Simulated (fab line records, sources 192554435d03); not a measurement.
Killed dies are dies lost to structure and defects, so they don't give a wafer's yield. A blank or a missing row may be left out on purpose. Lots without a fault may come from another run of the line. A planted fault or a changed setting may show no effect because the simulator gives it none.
One fault seen from 3 desks | flow n5_finfet | each desk has only its own numbers; what lay behind them comes last

THE DEFECT DESK
What the inspections along the route counted, lot by lot: means of the sampled wafers that have a number. A lot is out of limits, marked OUT, if its mean lies more than 4 standard deviations from the usual mean; the brackets give that distance.
Columns: A = raw_defect_count at N5_BEOL_M0_CUTY_INSPECT_59, usual 2.1
lot  | first seen here | A
L666 | day 6 06:58     | 1.5
L671 | day 7 11:11     | 1.7
L675 | day 8 14:00     | 0.0
L676 | day 8 17:11     | 2.3
L678 | day 9 06:49     | 2.0
L679 | day 9 12:54     | 2.3
L681 | day 10 00:24    | 5.3
L682 | day 10 04:08    | 5.7
L686 | day 11 09:46    | 2.3
L687 | day 11 16:55    | 2.0
This desk's finding: nothing out of limits on any of the 10 lots.

THE TOOL OWNER'S DESK: rie_diel-06
The tool's own readings at N5_BEOL_M0_SAQP_CUT_ETCH_46 (etches SOC in N2/H2, target depth 135 nm, overetch 27 nm, time 202.5 s): means of the sampled wafers that have a number, for each lot that ran on this tool. A lot is out of limits, marked OUT, if its mean lies more than 4 standard deviations from the usual mean; the brackets give that distance.
Columns: A = drypump_motor_current_A at N5_BEOL_M0_SAQP_CUT_ETCH_46, usual 5.6 A; B = h2_flow_sccm at N5_BEOL_M0_SAQP_CUT_ETCH_46, usual 199.9 sccm; C = rf_vpp_V at N5_BEOL_M0_SAQP_CUT_ETCH_46, usual 524.0 V; D = showerhead_plenum_p_Torr at N5_BEOL_M0_SAQP_CUT_ETCH_46, usual 2.55 Torr; E = temp_c at N5_BEOL_M0_SAQP_CUT_ETCH_46, usual 40.00 C; F = throttle_valve_pct at N5_BEOL_M0_SAQP_CUT_ETCH_46, usual 17.81 %
lot  | first seen here | A   | B     | C     | D    | E     | F
L666 | day 6 05:35     | 5.9 | 200.0 | 522.5 | 2.50 | 39.97 | 18.02
L675 | day 8 12:32     | 6.1 | 199.6 | 524.0 | 2.58 | 39.97 | 17.99
L679 | day 9 11:45     | 5.7 | 200.2 | 524.5 | 2.54 | 40.01 | 18.02
L681 | day 9 23:02     | 5.5 | 200.3 | 524.7 | 2.57 | 40.01 | 17.98
L682 | day 10 02:52    | 5.8 | 200.3 | 524.0 | 2.54 | 39.98 | 18.03
This desk's finding: nothing out of limits on any of the 5 lots.

THE METROLOGY DESK
What the gauges read, lot by lot, whatever tool the lot ran on: means of the sampled wafers that have a number. A lot is out of limits, marked OUT, if its mean lies more than 4 standard deviations from the usual mean; the brackets give that distance. Of its 11 readings 7 are shown: those that lie furthest out on some lot.
Columns: A = M0_ABLK_OVL at N5_BEOL_M0_CUTY_OVL_MEAS_58, usual -0.2 nm; B = DIBL_N at N5_BEOL_M4_RC_MEAS_101, usual 36.5 mV/V; C = DIBL_P at N5_BEOL_M4_RC_MEAS_101, usual 36.4 mV/V; D = IOFF_N at N5_BEOL_M4_RC_MEAS_101, usual 0.17 nA/um; E = ION_P at N5_BEOL_M4_RC_MEAS_101, usual 462 uA/um; F = SS_P at N5_BEOL_M4_RC_MEAS_101, usual 73.4 mV/dec; G = VT_N at N5_BEOL_M4_RC_MEAS_101, usual 249 mV
lot  | first seen here | A    | B    | C    | D    | E   | F    | G
L666 | day 6 06:56     | -0.1 | 39.4 | 38.7 | 0.22 | 463 | 73.8 | 246
L671 | day 7 11:10     | 0.1  | 34.8 | 34.2 | 0.15 | 466 | 72.9 | 249
L675 | day 8 13:58     | -0.6 | 35.4 | 34.9 | 0.12 | 454 | 72.4 | 255
L676 | day 8 17:10     | -1.6 | 38.6 | 37.1 | 0.17 | 460 | 73.9 | 250
L678 | day 9 06:48     | 0.3  | 37.5 | 37.3 | 0.20 | 462 | 74.4 | 248
L679 | day 9 12:53     | -1.2 | 35.4 | 35.8 | 0.13 | 461 | 73.0 | 254
L681 | day 10 00:22    | -0.9 | 37.0 | 37.7 | 0.18 | 468 | 73.4 | 247
L682 | day 10 04:07    | -0.1 | 34.2 | 35.1 | 0.14 | 458 | 73.2 | 251
L686 | day 11 09:44    | -1.0 | 35.9 | 36.1 | 0.17 | 460 | 73.2 | 247
L687 | day 11 16:53    | 0.3  | 34.9 | 33.5 | 0.14 | 463 | 73.0 | 251
This desk's finding: nothing out of limits on any of the 10 lots.

PUT TOGETHER
The defect desk saw nothing out of limits.
The tool owner's desk saw nothing out of limits.
The metrology desk saw nothing out of limits.

WHAT THE SIMULATOR HAD PUT IN
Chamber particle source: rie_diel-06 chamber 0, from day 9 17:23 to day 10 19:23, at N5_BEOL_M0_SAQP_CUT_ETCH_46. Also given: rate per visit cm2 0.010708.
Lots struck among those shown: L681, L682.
